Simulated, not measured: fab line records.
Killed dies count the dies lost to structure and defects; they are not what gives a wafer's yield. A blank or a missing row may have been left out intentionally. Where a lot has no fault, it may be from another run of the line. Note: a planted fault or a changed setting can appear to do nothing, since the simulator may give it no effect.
Matching of chambers || flow n5-finfet || N5_HKMG_FIN_HK_ALD_01 on ald-hk-01: 4 sister chambers
The step deposits HfO2, target thk 1.6 nm, pulse time 3 s, purge time 3 s. 4 wafers are shown with their chamber, then 8 later ones without.

## WAFERS, EACH WITH ITS CHAMBER
{"wafer": "L080.4", "chamber": 3, "precursor-pulse-height-rel": 0.999}
{"wafer": "L089.2", "chamber": 2, "precursor-pulse-height-rel": 1.017}
{"wafer": "L089.5", "chamber": 0, "precursor-pulse-height-rel": 1.011}
{"wafer": "L090.2", "chamber": 1, "precursor-pulse-height-rel": 0.992}

## WAFERS WITHOUT THEIR CHAMBER
{"wafer": "L090.3", "precursor-pulse-height-rel": 1.009}
{"wafer": "L090.5", "precursor-pulse-height-rel": 1.013}
{"wafer": "L094.2", "precursor-pulse-height-rel": 0.984}
{"wafer": "L094.4", "precursor-pulse-height-rel": 1.014}
{"wafer": "L094.6", "precursor-pulse-height-rel": 1.022}
{"wafer": "L096.1", "precursor-pulse-height-rel": 1.024}
{"wafer": "L096.5", "precursor-pulse-height-rel": 1.018}
{"wafer": "L096.6", "precursor-pulse-height-rel": 1.013}

## THE CHAMBER EACH PASSED THROUGH
{"wafer": "L090.3", "from the rows above": "can't be placed: 0 or 2 or 3", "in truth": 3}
{"wafer": "L090.5", "from the rows above": "can't be placed: 0 or 2", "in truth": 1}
{"wafer": "L094.2", "from the rows above": "can't be placed: 1 or 3", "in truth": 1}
{"wafer": "L094.4", "from the rows above": "can't be placed: 2 or 0", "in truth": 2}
{"wafer": "L094.6", "from the rows above": "can't be placed: 2 or 0", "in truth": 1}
{"wafer": "L096.1", "from the rows above": "can't be placed: 2 or 0", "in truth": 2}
{"wafer": "L096.5", "from the rows above": "can't be placed: 2 or 0", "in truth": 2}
{"wafer": "L096.6", "from the rows above": "can't be placed: 0 or 2", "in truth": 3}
Placed correctly: 0 of 8. Not placeable from these rows: 8 (in 5, the candidates include the true chamber). 0 placed wrongly.
How it was worked out, from the rows above alone: a wafer's distance from a chamber is the root of the sum, over the readings, of the square of ((its reading less the chamber's mean) divided by the reading's scatter). The wafer belongs to the nearest chamber; if the next one is less than 2 further off, it can't be placed. A chamber's mean is the mean of its shown wafers. The scatter (one wafer shown for each chamber): square how far every hidden wafer sits from the nearest shown wafer, average those squares and take the square root.
